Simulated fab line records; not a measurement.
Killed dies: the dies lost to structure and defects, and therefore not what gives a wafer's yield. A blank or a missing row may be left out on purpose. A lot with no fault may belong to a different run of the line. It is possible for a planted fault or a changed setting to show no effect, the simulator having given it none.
Problem report, 8D (eight disciplines) form, completed by code || flow nandHarc || the parts of the form that need people (team, actions taken, sign-off) are left out

1. WHAT IS WRONG
Wafers without a fault read 81.4 s, standard deviation 0.38; runLengthS at NHARC_A_WL_FILL_ETCHBACK_05 reads a mean of 91.2 s on 6 wafers belonging to 3 lots. That is +26 standard deviations from the usual mean.
The step: etches the open film in Cl2/BCl3, target depth 22 nm, time 60 s.
First observed at day 19 19:34: wafer L881.1, on rieMetal-03. Wafers with a number at this step in the record: 36, from 12 lots. Rule for "out" (also "out of limits"): further than 4 standard deviations from the usual mean. All remaining wafers that have a number are taken as sound.

2. WHAT IT IS, WHAT IT ISN'T
{"question": "which readings at this step", "is": "runLengthS", "is not": "drypumpMotorCurrentA, oesProductAu"}
{"question": "which lots", "is": "L881, L882, L886", "is not": "L866, L867, L871, L873, L874, L875, L877, L878, L885"}
{"question": "which wafers of those lots", "is": "L881.1, L881.4, L882.2, L882.4, L882.5, L886.1", "is not": "L881.3, L886.2, L886.5"}
{"question": "read on which tools", "is": "rieMetal-03", "is not": "rieMetal-01, rieMetal-02"}
{"question": "when", "is": "from day 19 19:34", "is not": "up to then (25 sound wafers); but 5 sound wafers of L885, L886 came after"}

3. THE SUSPECTS, EACH WITH WHAT RULES IT OUT
Counting: if a tool at a process step up to the reading ran every lot that is out, it stays a suspect. Sound lots after the first of them don't rule it out here, since some wafers of a struck lot are sound.
- rieMetal-03 at NHARC_A_WL_FILL_ETCHBACK_05 (etches the open film in Cl2/BCl3, target depth 22 nm, time 60 s): kept. It ran every lot that is out, first L881 (day 19 19:34); its last sound lot up to then is L877 (day 19 06:10). Its own runLengthS readings are out on those wafers.
- Within rieMetal-03 at NHARC_A_WL_FILL_ETCHBACK_05: the wafers that are out ran in chamber 0; their sound lot-mates ran in chamber 1.
The count leaves rieMetal-03 at NHARC_A_WL_FILL_ETCHBACK_05.

4. THE CAUSE (what the simulator had put in)
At NHARC_A_WL_FILL_ETCHBACK_05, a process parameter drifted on rieMetal-03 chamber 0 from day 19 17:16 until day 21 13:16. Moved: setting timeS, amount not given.
Counting left only this tool.

5. THE EFFECT CHAIN, in route order
One row per reading whose mean, taken over the struck wafers that have a number, lies over 3 standard deviations from the usual. Only readings for which the record gives a usual standard deviation are gone through. hours: the time from each lot's start at the first step in this table that gives one to its start at this step, as a median over the lots. sigmas: the change in usual standard deviations.
{"hours": 0, "step": "NHARC_A_WL_FILL_ETCHBACK_05", "reading": "runLengthS", "usual": "81.4 s", "on struck wafers": 91.2, "change": "+9.8", "sigmas": "+26"}
Its process steps:
- NHARC_A_WL_FILL_ETCHBACK_05: etches the open film in Cl2/BCl3, target depth 22 nm, time 60 s.
Later steps that measure or inspect, where all struck wafers having a row at the step show a number for every such reading and not one has moved that far: NHARC_END_SORT_01.

6. HOW IT WOULD HAVE BEEN CAUGHT EARLIER
2 hours passed between the start of the fault at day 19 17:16 and the first reading out of limits in this record, taken at day 19 19:34.
